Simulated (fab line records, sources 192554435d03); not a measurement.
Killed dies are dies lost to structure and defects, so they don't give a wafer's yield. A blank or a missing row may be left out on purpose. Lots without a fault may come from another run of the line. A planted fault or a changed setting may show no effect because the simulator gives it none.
Which tool did it? | flow n5_finfet | 9 lots, 27 wafers sampled, at 5 steps of a route of 1938

WHAT THE GAUGES READ, wafer by wafer
N5_SPACER0_INSPECT_04: inspects for defects (darkfield). Usual: raw_defect_count 132, standard deviation 27.
lot  | measured    | on                | raw_defect_count | flag
L806 | day 3 00:41 | defect_inspect-01 | 88 114 124       |
L809 | day 3 17:46 | defect_inspect-02 | 140 72 78        |
L811 | day 4 07:15 | defect_inspect-02 | 127 146 152      |
L819 | day 6 07:02 | defect_inspect-01 | 140 122 113      |
L820 | day 6 15:46 | defect_inspect-02 | 129 158 110      |
L823 | day 7 07:22 | defect_inspect-01 | 123 148 148      |
L824 | day 7 16:39 | defect_inspect-01 | 159 137 174      |
L825 | day 7 20:59 | defect_inspect-01 | 98 118 142       |
L828 | day 8 12:23 | defect_inspect-01 | 122 109 144      |

N5_BEOL_M4_RC_MEAS_101. Usual: DIBL_N 36.0 mV/V, standard deviation 1.7; DIBL_P 35.8 mV/V, standard deviation 2; IOFF_N 0.15 nA/um, standard deviation 0.03; IOFF_P 0.20 nA/um, standard deviation 0.037; ION_N 670 uA/um, standard deviation 12; ION_P 460 uA/um, standard deviation 7.2; SS_N 71.5 mV/dec, standard deviation 0.68; SS_P 73.2 mV/dec, standard deviation 0.65; VT_N 250 mV, standard deviation 3.1; VT_P -251 mV, standard deviation 3.4.
lot  | measured     | on        | DIBL_N (mV/V)  | DIBL_P (mV/V)  | IOFF_N (nA/um) | IOFF_P (nA/um) | ION_N (uA/um) | ION_P (uA/um) | SS_N (mV/dec)  | SS_P (mV/dec)  | VT_N (mV)   | VT_P (mV)      | flag
L806 | day 8 10:06  | prober-01 | 36.0 37.1 36.7 | 37.1 37.0 36.6 | 0.17 0.18 0.18 | 0.24 0.23 0.23 | 684 682 669   | 471 464 467   | 71.4 71.3 71.6 | 73.4 73.3 73.3 | 249 248 249 | -247 -248 -247 |
L809 | day 8 09:44  | prober-02 | 38.8 37.2 36.9 | 39.1 37.0 35.8 | 0.20 0.16 0.14 | 0.28 0.22 0.21 | 671 664 667   | 463 459 460   | 72.0 71.6 72.1 | 74.1 72.7 73.2 | 246 249 250 | -244 -247 -250 |
L811 | day 9 08:49  | prober-02 | 33.1 35.5 34.2 | 33.7 36.5 35.5 | 0.12 0.16 0.14 | 0.15 0.18 0.18 | 662 666 682   | 454 449 469   | 71.1 71.8 71.3 | 73.2 73.2 72.5 | 252 248 251 | -255 -254 -255 |
L819 | day 11 15:01 | prober-01 | 36.2 35.2 35.0 | 35.7 35.6 34.7 | 0.14 0.14 0.12 | 0.19 0.20 0.18 | 658 684 655   | 453 470 460   | 71.2 71.1 70.1 | 72.7 73.4 72.7 | 252 250 254 | -252 -250 -251 |
L820 | day 11 21:53 | prober-02 | 34.5 37.2 37.5 | 34.6 37.2 38.0 | 0.12 0.16 0.16 | 0.16 0.19 0.20 | 667 676 672   | 455 457 460   | 71.1 71.5 72.1 | 72.6 72.8 73.8 | 252 250 252 | -255 -254 -253 |
L823 | day 12 18:06 | prober-02 | 34.7 36.5 36.4 | 33.5 35.0 35.7 | 0.13 0.15 0.15 | 0.19 0.22 0.22 | 671 647 658   | 460 448 456   | 71.4 72.0 71.8 | 72.2 72.6 72.8 | 252 251 251 | -249 -247 -247 |
L824 | day 12 10:33 | prober-01 | 37.5 34.2 33.3 | 38.7 34.3 33.9 | 0.19 0.12 0.11 | 0.21 0.15 0.14 | 678 670 655   | 456 455 443   | 72.3 71.8 71.4 | 73.8 73.0 72.8 | 251 255 255 | -252 -259 -259 |
L825 | day 13 02:10 | prober-01 | 35.0 36.0 36.9 | 35.2 35.9 37.6 | 0.14 0.16 0.17 | 0.21 0.21 0.24 | 677 683 690   | 466 461 470   | 70.9 71.0 71.8 | 73.5 73.1 73.5 | 249 250 250 | -249 -250 -246 |
L828 | day 13 17:25 | prober-02 | 34.7 35.7 37.3 | 33.1 35.3 35.7 | 0.14 0.15 0.17 | 0.17 0.20 0.21 | 671 684 665   | 462 465 457   | 71.1 70.8 71.3 | 72.5 73.3 72.6 | 248 247 248 | -253 -252 -250 |

WHICH TOOL RAN EACH LOT (tool, then ch and the chambers of the sampled wafers, then the start)
lot  | N5_SD_EPI_N_ETCHBACK_44           | N5_SD_EPI_N_SD_RECESS_17        | N5_SD_EPI_N_STRIP_38
L806 | rie_diel-03 ch 0,1,2, day 3 01:38 | rie_si-02 ch 0,1,3, day 3 01:55 | plasma_asher-01 ch 0,1, day 3 02:00
L809 | rie_diel-04 ch 0,1,3, day 3 18:58 | rie_si-06 ch 1,2,3, day 3 19:14 | plasma_asher-02 ch 0,1, day 3 19:20
L811 | rie_diel-02 ch 0,1,2, day 4 08:10 | rie_si-06 ch 0,1, day 4 08:26   | plasma_asher-02 ch 0,1, day 4 08:31
L819 | rie_diel-03 ch 0,3, day 6 09:50   | rie_si-06 ch 2,3, day 6 10:07   | plasma_asher-02 ch 0,1, day 6 10:13
L820 | rie_diel-03 ch 2,3, day 6 16:52   | rie_si-04 ch 0,1,3, day 6 17:08 | plasma_asher-01 ch 0,1, day 6 17:14
L823 | rie_diel-03 ch 1,2,3, day 7 08:16 | rie_si-04 ch 0,1,3, day 7 08:32 | plasma_asher-01 ch 0,1, day 7 08:38
L824 | rie_diel-03 ch 1,3, day 7 17:26   | rie_si-06 ch 0,2,3, day 7 17:42 | plasma_asher-01 ch 0,1, day 7 17:48
L825 | rie_diel-04 ch 0,1,3, day 7 21:46 | rie_si-04 ch 0,1, day 7 22:02   | plasma_asher-01 ch 0,1, day 7 22:09
L828 | rie_diel-03 ch 0,3, day 8 13:17   | rie_si-02 ch 0,3, day 8 13:34   | plasma_asher-02 ch 0,1, day 8 13:40
- N5_SD_EPI_N_ETCHBACK_44: etches SiNx in CH3F/O2, stops on SiO2, target depth 14.5 nm.
- N5_SD_EPI_N_SD_RECESS_17: chemistry HBr/Cl2/O2, target depth 41 nm, time 23.7 s, bt time 3 s.
- N5_SD_EPI_N_STRIP_38: strips in N2/H2.

WHAT THE TOOLS THEMSELVES READ (means of the sampled wafers that have a number; where no wafer has one, the mark that the record gives instead)
N5_SD_EPI_N_ETCHBACK_44. Usual: drypump_motor_current_A 5.8 A, standard deviation 0.42; oes_product_au 0.68 a.u., standard deviation 0.079; rf_vpp_V 299 V, standard deviation 7.2; showerhead_plenum_p_Torr 2.01 Torr, standard deviation 0.07; throttle_valve_pct 16.33 %, standard deviation 0.21.
lot  | tool        | drypump_motor_current_A (A) | oes_product_au (a.u.) | rf_vpp_V (V) | showerhead_plenum_p_Torr (Torr) | throttle_valve_pct (%) | flag
L806 | rie_diel-03 | 5.6                         | 0.61                  | 299          | 2.01                            | 16.60                  |
L809 | rie_diel-04 | 5.6                         | 0.67                  | 294          | 1.98                            | 16.25                  |
L811 | rie_diel-02 | 5.8                         | 0.69                  | 296          | 1.96                            | 16.27                  |
L819 | rie_diel-03 | 5.8                         | 0.64                  | 303          | 1.99                            | 16.47                  |
L820 | rie_diel-03 | 5.7                         | 0.69                  | 305          | 2.01                            | 16.39                  |
L823 | rie_diel-03 | 5.7                         | 0.71                  | 304          | 2.02                            | 16.41                  |
L824 | rie_diel-03 | 6.2                         | 0.77                  | 304          | 2.05                            | 16.28                  |
L825 | rie_diel-04 | 5.6                         | 0.72                  | 295          | 2.06                            | 16.15                  |
L828 | rie_diel-03 | 6.0                         | 0.75                  | 305          | 2.00                            | 16.22                  |

N5_SD_EPI_N_SD_RECESS_17. Usual: drypump_motor_current_A 5.85 A, standard deviation 0.3; oes_product_au 1.002 a.u., standard deviation 0.016; throttle_valve_pct 36.99 %, standard deviation 0.25.
lot  | tool      | drypump_motor_current_A (A) | oes_product_au (a.u.) | throttle_valve_pct (%) | flag
L806 | rie_si-02 | 5.62                        | 0.991                 | 37.14                  |
L809 | rie_si-06 | 6.13                        | 1.000                 | 37.09                  |
L811 | rie_si-06 | 5.77                        | 1.001                 | 36.75                  |
L819 | rie_si-06 | 6.28                        | 1.017                 | 37.07                  |
L820 | rie_si-04 | 5.65                        | 1.000                 | 36.89                  |
L823 | rie_si-04 | 5.64                        | 0.999                 | 36.89                  |
L824 | rie_si-06 | 6.09                        | 1.016                 | 36.91                  |
L825 | rie_si-04 | 5.53                        | 0.993                 | 36.73                  |
L828 | rie_si-02 | 5.76                        | 0.979                 | 36.86                  |

N5_SD_EPI_N_STRIP_38. Usual: drypump_motor_current_A 5.69 A, standard deviation 0.22; h2_flow_sccm 3247 sccm, standard deviation 10; heater_power_w 337 W, standard deviation 51; oes_product_au 0.762 a.u., standard deviation 0.011.
lot  | tool            | drypump_motor_current_A (A) | h2_flow_sccm (sccm) | heater_power_w (W) | oes_product_au (a.u.) | flag
L806 | plasma_asher-01 | 5.66                        | 3256                | 298                | 0.759                 |
L809 | plasma_asher-02 | 5.66                        | 3241                | 365                | 0.761                 |
L811 | plasma_asher-02 | 5.85                        | 3261                | 393                | 0.755                 |
L819 | plasma_asher-02 | -                           | -                   | -                  | -                     | OFF
L820 | plasma_asher-01 | -                           | -                   | -                  | -                     | OFF
L823 | plasma_asher-01 | 5.67                        | 3249                | 297                | 0.759                 |
L824 | plasma_asher-01 | 5.62                        | 3247                | 304                | 0.767                 |
L825 | plasma_asher-01 | 5.60                        | 3248                | 303                | 0.775                 |
L828 | plasma_asher-02 | 5.84                        | 3255                | 397                | 0.762                 |

THE ANSWER, worked out from the rows above alone
Rule: a lot is off if the mean of its wafers that have a number lies more than 3 standard deviations from the usual mean. A lot without any number at a reading at which 4 lots or more have one is off too. The other lots that the step has rows for count as sound. The gauges are gone through in route order, then the tools' own readings, and for those a lot's mean is taken as printed above. The first step at which some lot is off is used, and at that step the reading that is off furthest; a lot without a number counts as furthest.
Off: L819, L820, at N5_SD_EPI_N_STRIP_38 (drypump_motor_current_A). Without a number there: L819, L820.
A tool fits if, at that step or a process step before it, it ran every lot that is off, and no sound lot after the first of them. None of those tried fits.

WHAT THE SIMULATOR HAD PUT IN
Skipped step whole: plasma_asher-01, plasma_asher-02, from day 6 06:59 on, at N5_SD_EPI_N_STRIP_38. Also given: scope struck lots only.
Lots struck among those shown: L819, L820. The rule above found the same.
